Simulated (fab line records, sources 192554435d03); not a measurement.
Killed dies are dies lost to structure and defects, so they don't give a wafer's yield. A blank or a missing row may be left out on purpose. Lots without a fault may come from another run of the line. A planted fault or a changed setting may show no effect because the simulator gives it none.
Chamber matching | flow n5_finfet | N5_MOL_CONTACT_COAG_CO_FILL_22 on cvd_co-02: 3 sister chambers
The step material Co, precursor CCTBA/H2, target thk 20 nm. 6 wafers are shown with their chamber, then 11 later ones without.

WAFERS WITH THEIR CHAMBER
wafer  | chamber | heater_power_w (W) | chamber_pressure_Torr (Torr)
L084.5 | 2       | 257                | 29.92
L085.4 | 2       | 257                | 29.96
L087.4 | 1       | 197                | 30.00
L087.5 | 0       | 229                | 30.07
L087.6 | 1       | 189                | 29.99
L090.2 | 0       | 230                | 29.99

WAFERS WITHOUT THEIR CHAMBER
wafer  | heater_power_w (W) | chamber_pressure_Torr (Torr)
L090.3 | 232                | 30.06
L090.4 | 191                | 29.89
L091.1 | 251                | 30.02
L091.5 | 230                | 30.08
L091.6 | 193                | 29.97
L094.1 | 195                | 29.84
L094.2 | 265                | 30.01
L094.5 | 232                | 30.13
L097.2 | 267                | 30.00
L097.3 | 233                | 30.07
L097.4 | 190                | 30.03

WHICH CHAMBER EACH WENT THROUGH
wafer  | from the rows above | in truth
L090.3 | 0                   | 0
L090.4 | 1                   | 1
L091.1 | 2                   | 2
L091.5 | 0                   | 0
L091.6 | 1                   | 1
L094.1 | 1                   | 1
L094.2 | 2                   | 2
L094.5 | 0                   | 0
L097.2 | 2                   | 2
L097.3 | 0                   | 0
L097.4 | 1                   | 1
Placed correctly: 11 of 11. Can't be placed from these rows: 0. Placed wrongly: 0.
How it was worked out, from the rows above alone: a wafer's distance from a chamber is the root of the sum, over the readings, of the square of ((its reading less the chamber's mean) divided by the reading's scatter). The wafer belongs to the nearest chamber; if the next one is less than 2 further off, it can't be placed. A chamber's mean is the mean of its shown wafers. The scatter: the root of (the sum of the squares of (reading less its chamber's mean) over the shown wafers, divided by (wafers less chambers)).
